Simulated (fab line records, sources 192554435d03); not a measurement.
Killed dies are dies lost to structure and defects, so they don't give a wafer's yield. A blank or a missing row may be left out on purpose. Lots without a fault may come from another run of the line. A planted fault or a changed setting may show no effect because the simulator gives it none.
fab line records | flow n5_finfet
record lots=8 wafers=24 last_day=18
route steps=1938 shown SD_EPI_P@307 SD_ACTIVATION@330 ILD0@335 BEOL_M4@1111 PASSIVATION@1936
lots that met no fault: from a run of the same line without faults
start_h: hours from the record's first day to the start of the lot's first wafer shown | wait_h: hours since the lot's step before | " the same as in the row above | L1.1+2: a row that stands for several wafers | - no value, or no start given | * or withheld: withheld | < > ~ a bound
route shown NAME@n: a module of which the file shows steps, and the number in the route of the first | usual: mean/standard deviation of fault-free wafers | same: alike in all rows | chamber/n: place in a boat | sites: the reading at each site | _std_site: their standard deviation | _edge_site: outer sites' mean less inner sites' | radius_mm: how far each site lies from the wafer's centre | mask NAME#n: copy n | behind: the tool/chamber that last shaped the wafer | hold: why the lot was held/for how many hours/how that ended | device: the transistor (n, p or np) that didn't switch | end of line: the same wafers' tests at the end of the route | a step without rows: its recipe alone | killed: dies lost to structure and defects at the first sort, not the wafer's yield | map: a wafer's dies, x killed, . not, _ none there
set.NAME: the setting as run; set.NAME@STEP: as run at that earlier step | model.NAME: the simulator's own value behind a step, which no gauge read
steps of the route over a sample of lots; a table a step, a row a wafer
services: from which hour (start_h, from the record's first day; less than 0 if before it) a tool's chamber was out of use, for how many hours, and why
## steps
# step N5_SD_EPI_P_ETCH_36
# recipe chemistry=CF4 target=SiARC target_depth_a=455 mask_material=CAR-ArF-block time_s=75.8 ion_energy_ev=80 pressure_mtorr=40 source_w=545 bias_w=36 Ar_flow_sccm=100 cf4_flow_sccm=100 ends=cleared
# usual bias_w=35.99/0.11 chamber_pressure_mTorr=40.00/0.047 drypump_motor_current_A=5.7/0.38 etch_rf_on_time_s=76.4/1.5 oes_product_au=0.65/0.061 rf_vpp_V=184.2/1.2 showerhead_plenum_p_Torr=2.15/0.076 throttle_valve_pct=15.64/0.16
# columns lot.wafer tool chamber start_h wait_h bias_w chamber_pressure_mTorr drypump_motor_current_A etch_rf_on_time_s oes_product_au rf_hours_counter_h rf_vpp_V showerhead_plenum_p_Torr throttle_valve_pct
L394.1 rie_diel-04 0 79.69 0.0 36.20 39.98 5.5 75.3 0.62 187 182.5 2.04 15.75
L394.3 " 3 " " 36.07 39.97 6.3 76.6 0.78 23 185.9 2.28 15.53
L394.4 " 1 " " 35.81 39.94 5.2 77.9 0.59 203 185.6 2.21 15.67
L402.1 rie_diel-04 1 125.09 0.0 36.07 40.01 5.2 78.4 0.57 219 184.2 2.20 15.71
L402.3 " 2 " " 35.75 39.98 5.8 75.6 0.64 146 184.9 2.15 15.62
L402.5 " 1 " " 36.02 40.08 5.2 78.0 0.57 - 184.6 2.20 15.70
L403.1 rie_diel-04 0 133.26 0.0 36.10 40.01 5.5 76.2 0.61 205 183.5 2.04 15.79
L403.3 " 1 " " 36.01 40.03 5.2 78.4 0.58 222 185.1 2.20 15.71
L403.6 " 0 " " 36.03 40.01 5.5 75.7 0.61 - 182.3 2.04 15.80
L404.2 rie_diel-04 2 137.90 0.0 36.11 40.02 5.8 77.1 0.63 151 184.7 2.14 15.62
L404.4 " 0 " " 35.85 39.97 5.5 78.1 0.60 207 183.2 2.03 15.81
L404.5 " 3 " " 35.94 39.99 6.3 78.0 0.75 - 185.9 2.27 15.57
L407.3 rie_diel-03 0 154.86 0.0 36.09 40.01 5.9 77.7 0.73 46 184.1 2.09 15.32
L407.5 " 2 " " 36.09 40.04 6.0 76.2 0.66 - 183.8 2.06 15.70
L407.6 " 3 " " 35.92 40.03 5.5 77.3 0.60 - 186.3 2.22 15.65
L408.2 rie_diel-03 1 163.92 0.0 36.05 40.00 5.7 76.3 0.67 137 183.4 2.15 15.40
L408.3 " 3 " " 35.99 40.01 5.5 76.4 0.61 180 184.3 2.22 15.66
L408.6 " 0 " " 35.91 39.98 5.9 77.5 0.73 - 183.1 2.09 15.31
L409.2 rie_diel-02 2 169.57 0.0 35.90 40.01 5.8 75.4 0.66 134 184.1 2.15 15.83
L409.3 " 3 " " 35.99 40.03 4.9 72.8 0.64 198 182.0 2.05 15.98
L409.5 " 3 " " 36.05 39.95 4.9 73.1 0.65 - 183.1 2.05 16.00
L413.2 rie_diel-04 1 193.23 0.0 35.97 40.01 5.2 77.8 0.57 240 185.3 2.19 15.73
L413.3 " 3 " " 36.08 40.00 6.3 77.8 0.72 52 185.8 2.27 15.60
L413.5 " 2 " " 35.92 40.05 5.8 75.8 0.63 - 183.2 2.14 15.67
# step N5_SD_ACTIVATION_RTA_00
# recipe temp_c=975 time_s=0 ambient=N2 idle_temp_c=600 ramp_up_c_per_s=150 ramp_down_c_per_s=60 cool_to_c=600
# usual lamp_power_pct=8.96/0.053 lamp_zone_1_pct=8.952/0.022 lamp_zone_2_pct=8.953/0.026 lamp_zone_3_pct=8.951/0.026 lamp_zone_4_pct=8.951/0.026 lamp_zone_5_pct=8.955/0.022 lamp_zone_6_pct=8.873/0.026 lamp_zone_7_pct=9.352/0.025 wafer_temp_C_max=975.1/2
# columns lot.wafer tool chamber start_h wait_h lamp_power_pct lamp_zone_1_pct lamp_zone_2_pct lamp_zone_3_pct lamp_zone_4_pct lamp_zone_5_pct lamp_zone_6_pct lamp_zone_7_pct wafer_temp_C_max
L394.1 rtp_anneal-02 0 84.25 0.0 8.98 8.943 8.943 8.969 8.941 8.986 8.867 9.321 978.5
L394.3 " 0 " " 8.94 8.934 8.962 8.941 8.949 8.983 8.891 9.345 973.3
L394.4 " 0 " " 9.00 8.938 8.933 8.915 8.965 8.969 8.868 9.356 975.1
L402.1 rtp_anneal-02 0 128.83 0.0 9.18 9.335 9.321 9.246 9.295 9.320 9.203 9.732 976.0
L402.3 " 0 " " 9.29 9.280 9.304 9.303 9.266 9.270 9.191 9.725 976.8
L402.5 " 0 " " 9.34 9.286 9.349 9.287 9.347 9.337 9.192 9.668 974.0
L403.1 rtp_anneal-02 0 136.96 0.0 9.23 9.302 9.258 9.282 9.264 9.287 9.191 9.703 970.9
L403.3 " 0 " " 9.30 9.330 9.221 9.277 9.283 9.313 9.238 9.719 975.4
L403.6 " 0 " " 9.38 9.278 9.288 9.268 9.307 9.300 9.222 9.766 975.9
L404.2 rtp_anneal-02 0 141.64 0.1 9.30 9.306 9.292 9.302 9.353 9.333 9.227 9.713 976.4
L404.4 " 0 " " 9.33 9.292 9.283 9.309 9.307 9.313 9.162 9.663 975.0
L404.5 " 0 " " 9.32 9.307 9.275 9.320 9.283 9.251 9.188 9.769 973.1
L407.3 rtp_anneal-01 0 159.89 0.1 9.12 8.954 8.953 8.995 8.987 8.955 8.930 9.350 981.1
L407.5 " 0 " " 8.98 8.961 8.934 8.984 8.938 8.993 8.943 9.334 971.1
L407.6 " 0 " " 8.96 8.951 8.973 8.947 8.977 8.910 8.891 9.368 976.4
L408.2 rtp_anneal-01 0 167.66 0.1 8.91 8.956 8.932 8.948 8.962 8.950 8.829 9.333 974.0
L408.3 " 0 " " 9.04 8.950 8.966 8.958 8.945 8.917 8.899 9.396 975.6
L408.6 " 0 " " 8.94 8.977 8.988 8.946 8.962 8.966 8.860 9.325 977.7
L409.2 rtp_anneal-01 0 173.91 0.7 8.95 8.941 8.922 9.028 8.953 8.935 8.853 9.412 976.8
L409.3 " 0 " " 9.03 8.921 8.948 8.994 8.928 8.970 8.872 9.380 977.6
L409.5 " 0 " " 8.95 8.951 8.892 8.946 8.952 8.965 8.923 9.323 974.7
L413.2 rtp_anneal-02 0 197.89 0.1 8.91 8.973 8.949 8.916 8.945 8.930 8.873 9.331 976.1
L413.3 " 0 " " 9.00 8.986 8.924 8.925 8.958 8.934 8.856 9.382 972.4
L413.5 " 0 " " 8.95 8.950 8.984 8.934 8.957 8.969 8.899 9.366 973.6
# step N5_ILD0_LINER_00
# recipe material=SiNx target_thk_a=40 temp_c=400 ald_precursor_family=SiH2I2 ald_co_reactant=N2/H2-plasma pulse_time_s=1 purge_time_s=2 co_reactant_purge_time_s=2 ald_cycles=80 pressure_torr=2
# usual heater_power_w=880/67 precursor_pulse_height_rel=1.000/0.024
# columns lot.wafer tool chamber start_h wait_h heater_power_w precursor_pulse_height_rel
L394.1 ald_sin-04 3 85.52 0.6 879 0.995
L394.3 " 0 " " 931 0.982
L394.4 " 1 " " 781 1.004
L402.1 ald_sin-04 3 129.89 0.3 841 1.003
L402.3 " 2 " " 903 1.000
L402.5 " 0 " " 937 0.997
L403.1 ald_sin-01 2 137.83 0.1 853 1.011
L403.3 " 3 " " 972 1.008
L403.6 " 2 " " 869 1.012
L404.2 ald_sin-01 3 142.40 0.0 976 0.999
L404.4 " 1 " " 767 0.983
L404.5 " 3 " " 972 1.023
L407.3 ald_sin-01 1 160.59 0.0 749 0.973
L407.5 " 0 " " 885 0.977
L407.6 " 1 " " 779 1.008
L408.2 ald_sin-04 1 168.40 0.0 764 1.017
L408.3 " 3 " " 845 0.990
L408.6 " 3 " " 861 0.997
L409.2 ald_sin-04 0 174.80 0.0 917 1.031
L409.3 " 1 " " 768 0.983
L409.5 " 2 " " 889 0.983
L413.2 ald_sin-03 2 198.69 0.1 870 1.015
L413.3 " 0 " " 967 0.979
L413.5 " 2 " " 886 0.985
# step N5_ILD0_CMP_03
# recipe stop_on=SiNx t_overpolish_s=1.9 post_cmp_clean=alkaline_brush down_force_psi=4.1491 platen_rpm=51.796 pad_velocity_m_s=1.0306 target_thk_nm=197.38
# usual motor_current_A=12.1/1.5 overpolish_run_s=1.900/0.0092 slurry_filter_dp_kPa=13.50/0.13 time_to_endpoint_s=70/3.2
# columns lot.wafer tool chamber start_h wait_h motor_current_A overpolish_run_s slurry_filter_dp_kPa time_to_endpoint_s
L394.3 cmp-01 3 87.89 0.0 13.5 1.886 13.57 65
L394.1 " 0 " " 11.3 1.902 13.54 71
L394.4 " 1 " " 13.4 1.900 13.49 69
L402.3 cmp-04 1 132.30 0.1 12.5 1.886 13.45 65
L402.1 " 2 " " 11.8 1.904 13.36 64
L402.5 " 1 " " 12.1 1.904 13.65 66
L403.1 cmp-02 1 140.20 0.0 10.3 1.894 13.73 71
L403.3 " 3 " " 10.8 1.887 13.49 70
L403.6 " 2 " " 11.2 1.906 13.62 65
L404.2 cmp-01 3 144.76 0.0 14.0 1.885 13.54 72
L404.4 " 1 " " 13.1 1.899 13.45 73
L404.5 " 0 " " 11.3 1.900 13.45 75
L407.3 cmp-01 3 163.01 0.1 13.2 1.901 13.56 67
L407.6 " 2 " " 14.1 1.900 13.42 70
L407.5 " 3 " " 13.5 1.890 13.55 69
L408.2 cmp-02 3 170.81 0.1 11.2 1.891 13.40 69
L408.3 " 1 " " 10.3 1.902 13.59 67
L408.6 " 3 " " 10.4 1.901 13.56 67
L409.3 cmp-04 1 177.20 0.1 13.0 1.885 13.78 71
L409.2 " 3 " " 13.9 1.912 13.66 70
L409.5 " 1 " " 12.6 1.901 13.63 74
L413.3 cmp-01 0 201.05 0.0 11.1 1.907 13.64 67
L413.2 " 1 " " 13.0 1.910 13.64 66
L413.5 " 1 " " 12.9 1.895 13.51 67
# step N5_BEOL_M4_RC_MEAS_101
# usual DIBL_N=36.0/1.8 DIBL_P=36.3/2.4 IOFF_N=0.16/0.035 IOFF_N_85C=3.0/0.57 IOFF_N_LIN=0.072/0.013 IOFF_P=0.21/0.036 ION_N=673/13 ION_P=461/7.2 REXT_N=75.3/1.6 REXT_P=100.4/2 SS_N=71.4/0.6 SS_P=73.2/0.7 VT_N=250/4 VT_N_LVT=99/4 VT_P=-250.9/2.9
# columns lot.wafer tool chamber start_h wait_h DIBL_N[mV/V] DIBL_P[mV/V] IOFF_N[nA/um] IOFF_N_85C[nA/um] IOFF_N_LIN[nA/um] IOFF_P[nA/um] ION_N[uA/um] ION_P[uA/um] REXT_N[ohm.um] REXT_P[ohm.um] SS_N[mV/dec] SS_P[mV/dec] VT_N[mV] VT_N_LVT[mV] VT_P[mV]
L394.1 prober-02 0 202.87 0.0 33.9 34.9 0.13 2.6 0.062 0.17 674 461 75.3 102.5 70.4 73.2 254 100 -250.4
L394.3 " 0 " " 37.5 37.1 0.19 3.5 0.077 0.20 668 455 73.3 103.3 72.0 73.4 248 96 -251.0
L394.4 " 0 " " 35.4 36.2 0.15 2.9 0.069 0.19 678 470 72.9 101.7 71.5 73.2 249 97 -250.7
L402.1 prober-01 0 248.08 0.0 44.9 35.7 0.33 5.6 0.109 0.21 711 463 64.8 93.6 73.9 73.6 241 94 -249.6
L402.3 " 0 " " 48.6 40.8 0.56 8.9 0.164 0.32 723 469 65.5 93.9 75.7 73.6 235 85 -243.4
L402.5 " 0 " " 48.2 42.0 0.51 8.1 0.165 0.34 725 473 66.1 92.7 74.3 74.6 235 86 -243.5
L403.1 prober-01 0 250.12 0.0 44.4 37.2 0.35 6.0 0.133 0.26 737 483 66.5 90.8 73.1 73.2 238 86 -245.1
L403.3 " 0 " " 41.7 35.6 0.28 4.9 0.113 0.23 720 469 67.2 91.2 72.5 72.8 239 89 -244.7
L403.6 " 0 " " 44.4 37.0 0.37 6.2 0.134 0.25 729 476 66.2 91.2 73.1 73.0 238 85 -247.1
L404.2 prober-02 0 250.14 0.2 44.2 37.0 0.38 6.3 0.140 0.28 726 480 65.6 94.1 73.8 73.7 237 86 -242.1
L404.4 " 0 " " 46.1 38.4 0.49 8.0 0.159 0.31 728 474 65.0 94.6 74.7 73.7 236 84 -245.1
L404.5 " 0 " " 42.4 36.2 0.31 5.4 0.125 0.26 726 476 65.2 92.9 72.7 73.3 236 87 -244.9
L407.3 prober-02 0 280.20 0.3 35.5 37.7 0.18 3.3 0.080 0.22 683 467 75.2 100.3 70.6 73.8 247 94 -248.6
L407.5 " 0 " " 34.0 35.7 0.14 2.8 0.069 0.19 682 469 74.9 98.7 71.1 72.9 251 97 -251.5
L407.6 " 0 " " 36.1 37.6 0.17 3.3 0.078 0.23 680 457 74.9 98.6 71.8 73.7 247 95 -248.3
L409.2 prober-01 0 281.36 0.2 39.2 40.2 0.21 3.9 0.092 0.26 685 468 75.2 100.7 71.6 74.1 246 98 -249.3
L409.3 " 0 " " 34.6 35.4 0.13 2.6 0.063 0.18 673 462 74.8 101.5 71.3 73.0 254 102 -252.8
L409.5 " 0 " " 35.4 35.4 0.13 2.6 0.062 0.19 662 455 76.7 99.9 71.5 73.3 254 103 -252.0
L408.2 prober-01 0 286.77 0.2 37.1 38.5 0.16 3.1 0.074 0.23 678 465 74.1 99.6 71.7 73.3 251 99 -248.7
L408.3 " 0 " " 35.1 35.2 0.12 2.5 0.059 0.20 664 463 74.8 100.0 71.3 72.1 257 104 -251.2
L408.6 " 0 " " 37.7 38.7 0.17 3.3 0.077 0.24 680 470 74.4 99.7 71.9 73.4 250 98 -249.4
L413.2 prober-01 0 318.44 0.2 37.2 37.1 0.16 3.1 0.075 0.21 673 457 75.7 105.0 71.4 73.4 250 101 -252.4
L413.3 " 0 " " 37.9 36.6 0.16 3.1 0.077 0.21 681 461 74.3 103.5 72.1 74.0 250 100 -252.9
L413.5 " 0 " " 39.3 38.0 0.20 3.7 0.089 0.25 687 464 73.9 105.2 72.2 73.7 247 98 -246.7
# step N5_PASSIVATION_PROBE_49
# usual defect_limited_yield=91.2/1.4 killed_at_M0_to_M3=35/11 killed_at_M4_up=14/5.6 killed_at_contacts=12/5.6 killed_at_front_end=38/11 killed_at_other=4/3.4 killed_dies=103/17 killed_open=68/12 killed_short=33/8.8 sort_bin_4_leakage=0.00/0.007 sort_bin_5_function=5.1/0.89 sort_bin_6_memory=3.3/0.71 sort_n_pass=1077/17 sort_yield_pct=91.2/1.4
# same gross_dies=1180 killed_at_back_side=0 sort_bin_8_speed[%]=0
# columns lot.wafer tool chamber start_h wait_h defect_limited_yield[%] killed_at_M0_to_M3 killed_at_M4_up killed_at_contacts killed_at_front_end killed_at_other killed_dies killed_open killed_short sort_bin_4_leakage[%] sort_bin_5_function[%] sort_bin_6_memory[%] sort_n_pass sort_yield_pct[%]
L403.1 prober-02 - 353.12 0.0 90.2 25 9 24 43 15 116 66 46 3.47 5.9 3.5 1023 86.7
L403.3 prober-02 - 353.22 0.1 89.9 29 3 17 58 12 119 64 52 0 5.6 4.0 1061 89.9
L403.6 prober-02 - 353.37 0.3 87.8 45 7 18 54 20 144 88 53 5.42 5.8 5.3 972 82.4
L402.1 prober-02 - 357.23 0.0 91.7 50 8 8 30 2 98 64 33 3.22 4.3 3.7 1044 88.5
L402.3 prober-02 - 357.33 0.1 90.4 42 10 23 35 3 113 74 36 76.61 5.7 3.6 163 13.8
L402.5 prober-02 - 357.43 0.2 91.0 52 8 9 35 2 106 82 19 60.85 5.1 3.3 356 30.2
L404.2 prober-01 - 358.62 0.1 86.7 38 12 23 78 6 157 124 30 5.42 7.8 5.1 959 81.3
L404.4 prober-01 - 358.72 0.2 90.9 30 18 15 38 6 107 71 33 44.15 5.1 3.8 552 46.8
L404.5 prober-01 - 358.77 0.2 91.4 24 17 22 35 4 102 71 29 0.34 4.7 3.7 1074 91.0
L407.6 prober-01 - 395.42 1.0 89.4 45 18 13 48 1 125 68 55 0 5.3 4.7 1055 89.4
L408.2 prober-01 - 401.70 0.1 89.7 48 16 17 39 2 122 75 47 0 6.4 3.7 1058 89.7
L408.3 prober-01 - 401.75 0.1 89.4 50 18 14 39 4 125 83 42 0 5.9 4.3 1055 89.4
L408.6 prober-01 - 401.90 0.3 90.1 53 13 20 25 6 117 73 39 0 5.3 4.2 1063 90.1
# killed by level:class
L403.1 MOL_CONTACT_COAG:geometric_particle:open=19 STI_FIN_REVEAL:geometric_particle:open=9 GATE_CUT:geometric_particle:short=8 BEOL_M1:geometric_particle:open=5 BEOL_M1:geometric_particle:short=5 BEOL_M2:geometric_particle:open=5 MIM_TOP_ETCH:geometric_particle:short=5 DUMMY_GATE:geometric_particle:short=4
L403.3 MOL_CONTACT_COAG:geometric_particle:open=14 FIN_SAQP:geometric_particle:short=11 GATE_CUT:geometric_particle:short=7 STI_FIN_REVEAL:geometric_particle:open=6 GATE_CUT:geometric_particle:open=5 BEOL_M0_SAQP:geometric_particle:short=5 BEOL_M1:geometric_particle:short=5 BEOL_M1:geometric_particle:open=5
L403.6 MOL_CONTACT_COAG:geometric_particle:open=12 STI_FIN_REVEAL:geometric_particle:open=10 MIM_TOP_ETCH:geometric_particle:open=10 BEOL_M1:geometric_particle:open=9 BEOL_M0_SAQP:geometric_particle:short=9 BEOL_M0_SAQP:geometric_particle:open=9 MIM_TOP_ETCH:geometric_particle:short=8 BEOL_M3:geometric_particle:open=8
L402.1 BEOL_M0_SAQP:geometric_particle:open=15 FIN_SAQP:geometric_particle:short=9 BEOL_M0_SAQP:geometric_particle:short=9 BEOL_M1:geometric_particle:open=9 BEOL_M3:geometric_particle:open=9 MOL_CONTACT_COAG:geometric_particle:open=7 FIN_SAQP:geometric_particle:open=5 STI_FIN_REVEAL:geometric_particle:open=5
L402.3 MOL_CONTACT_COAG:geometric_particle:open=15 STI_FIN_REVEAL:geometric_particle:open=12 BEOL_M0_SAQP:geometric_particle:short=10 BEOL_M2:geometric_particle:open=10 MOL_CONTACT_COAG:geometric_particle:short=8 BEOL_M3:geometric_particle:open=8 BEOL_M0_SAQP:geometric_particle:open=7 DUMMY_GATE:geometric_particle:open=5
L402.5 BEOL_M3:geometric_particle:open=15 BEOL_M2:geometric_particle:open=11 FIN_SAQP:geometric_particle:open=10 MOL_CONTACT_COAG:geometric_particle:open=8 DUMMY_GATE:geometric_particle:open=7 BEOL_M0_SAQP:geometric_particle:short=7 BEOL_M1:geometric_particle:open=7 BEOL_M0_SAQP:geometric_particle:open=6
L404.2 STI_FIN_REVEAL:geometric_particle:open=49 MOL_CONTACT_COAG:geometric_particle:open=20 BEOL_M0_SAQP:geometric_particle:open=10 BEOL_M4:geometric_particle:open=9 BEOL_M3:geometric_particle:open=8 BEOL_M2:geometric_particle:open=7 STI_FIN_REVEAL:geometric_particle:short=6 DUMMY_GATE:geometric_particle:open=6
L404.4 STI_FIN_REVEAL:geometric_particle:open=13 MOL_CONTACT_COAG:geometric_particle:open=10 BEOL_M3:geometric_particle:open=9 BEOL_M4:geometric_particle:short=6 MOL_CONTACT_COAG:geometric_particle:short=5 BEOL_M4:geometric_particle:open=5 STARTING-WAFER:geometric_particle:short=4 GATE_CUT:geometric_particle:open=4
L404.5 MOL_CONTACT_COAG:geometric_particle:open=18 STI_FIN_REVEAL:geometric_particle:open=16 BEOL_M4:geometric_particle:open=11 BEOL_M3:geometric_particle:open=7 STI_FIN_REVEAL:geometric_particle:short=6 BEOL_M0_SAQP:geometric_particle:short=5 FIN_SAQP:geometric_particle:open=4 MOL_CONTACT_COAG:geometric_particle:short=4
L407.6 FIN_SAQP:geometric_particle:short=14 MOL_CONTACT_COAG:geometric_particle:open=12 BEOL_M1:geometric_particle:open=9 BEOL_M4:geometric_particle:open=9 BEOL_M0:geometric_particle:open=7 BEOL_M1:geometric_particle:short=7 BEOL_M0_SAQP:geometric_particle:short=6 STARTING-WAFER:geometric_particle:short=6
L408.2 BEOL_M0_SAQP:geometric_particle:short=21 MOL_CONTACT_COAG:geometric_particle:open=12 BEOL_M0_SAQP:geometric_particle:open=10 BEOL_M1:geometric_particle:open=8 GATE_CUT:geometric_particle:short=7 BEOL_M2:geometric_particle:open=6 BEOL_M4:geometric_particle:open=6 GATE_CUT:geometric_particle:open=5
L408.3 BEOL_M0_SAQP:geometric_particle:short=16 MOL_CONTACT_COAG:geometric_particle:open=13 STI_FIN_REVEAL:geometric_particle:open=11 BEOL_M0_SAQP:geometric_particle:open=11 BEOL_M4:geometric_particle:open=11 BEOL_M1:geometric_particle:open=9 FIN_SAQP:geometric_particle:short=8 BEOL_M3:geometric_particle:open=6
L408.6 MOL_CONTACT_COAG:geometric_particle:open=18 BEOL_M0_SAQP:geometric_particle:short=17 BEOL_M0_SAQP:geometric_particle:open=12 GATE_CUT:geometric_particle:short=6 BEOL_M1:geometric_particle:open=6 BEOL_M2:geometric_particle:open=6 BEOL_M3:geometric_particle:open=6 STI_FIN_REVEAL:geometric_particle:open=4
## services
# columns tool chamber start_h hours kind
rtp_anneal-01 - 55.76 27.7 pm
rie_diel-04 1 57.30 7.8 repair
cmp-04 - 64.52 4.0 pm
rie_diel-02 3 67.77 16.2 repair
ald_sin-01 - 86.92 14.0 pm
ald_sin-01 0 86.92 14.0 vent_cycle
ald_sin-01 1 86.92 14.0 vent_cycle
ald_sin-01 2 86.92 14.0 vent_cycle
ald_sin-01 3 86.92 14.0 vent_cycle
cmp-04 - 89.91 2.3 repair
ald_sin-01 0 100.92 - clean
ald_sin-01 1 100.92 - clean
ald_sin-01 2 100.92 - clean
rie_diel-04 3 116.29 12.9 repair
cmp-02 - 127.72 4.6 pm
cmp-01 - 132.22 4.6 pm
cmp-02 - 136.03 4.0 pm
rie_diel-04 0 176.83 7.2 repair
cmp-01 - 178.17 4.0 pm
ald_sin-01 - 178.71 0.8 pm
cmp-01 - 182.17 - consumable_replace:conditioner
cmp-01 - 182.17 - consumable_replace:pad
cmp-01 - 183.39 0.2 repair
ald_sin-01 1 195.26 18.3 repair
## key
first_sign step=N5_SD_ACTIVATION_RTA_00 reading=lamp_zone_1_pct direction=up sigmas=16 usual=* struck=*
effect step=N5_SD_ACTIVATION_RTA_00 reading=lamp_zone_5_pct direction=up sigmas=16 usual=* struck=*
effect step=N5_BEOL_M4_RC_MEAS_101 reading=IOFF_N direction=up sigmas=6.9 usual=0.16 struck=0.40
effect step=N5_BEOL_M4_RC_MEAS_101 reading=IOFF_N_85C direction=up sigmas=6.3 usual=3.0 struck=6.6
effect step=N5_BEOL_M4_RC_MEAS_101 reading=REXT_N direction=down sigmas=5.8 usual=75.3 struck=65.8
effect step=N5_BEOL_M4_RC_MEAS_101 reading=DIBL_N direction=up sigmas=5 usual=36.0 struck=45.0
effect step=N5_BEOL_M4_RC_MEAS_101 reading=IOFF_N_LIN direction=up sigmas=4.9 usual=0.072 struck=0.138
effect step=N5_BEOL_M4_RC_MEAS_101 reading=ION_N direction=up sigmas=4 usual=673 struck=725
effect step=N5_BEOL_M4_RC_MEAS_101 reading=SS_N direction=up sigmas=4 usual=71.4 struck=73.8
effect step=N5_BEOL_M4_RC_MEAS_101 reading=REXT_P direction=down sigmas=3.9 usual=100.4 struck=92.8
effect step=N5_BEOL_M4_RC_MEAS_101 reading=VT_N direction=down sigmas=3.3 usual=250 struck=237
effect step=N5_BEOL_M4_RC_MEAS_101 reading=VT_N_LVT direction=down sigmas=3 usual=99 struck=87
effect step=N5_BEOL_M4_RC_MEAS_101 reading=VT_P direction=up sigmas=2 usual=-250.9 struck=-245.0
effect step=N5_BEOL_M4_RC_MEAS_101 reading=IOFF_P direction=up sigmas=1.9 usual=0.21 struck=0.27 wafers_moved=3
effect step=N5_PASSIVATION_PROBE_49 reading=sort_bin_4_leakage direction=up sigmas=99+ usual=0.00 struck=22.17 wafers_moved=8
met_at N5_SD_ACTIVATION_RTA_00
struck_lots L402,L403,L404
not_acting_at N5_SD_EPI_P_ETCH_36,N5_ILD0_LINER_00,N5_ILD0_CMP_03
onset_between 84.25 128.83
fault kind=process_parameter_drift tool=rtp_anneal-02 chamber=- onset_h=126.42 steps=N5_SD_ACTIVATION_RTA_00 channel=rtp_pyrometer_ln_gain offset=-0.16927 shape=step end_h=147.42
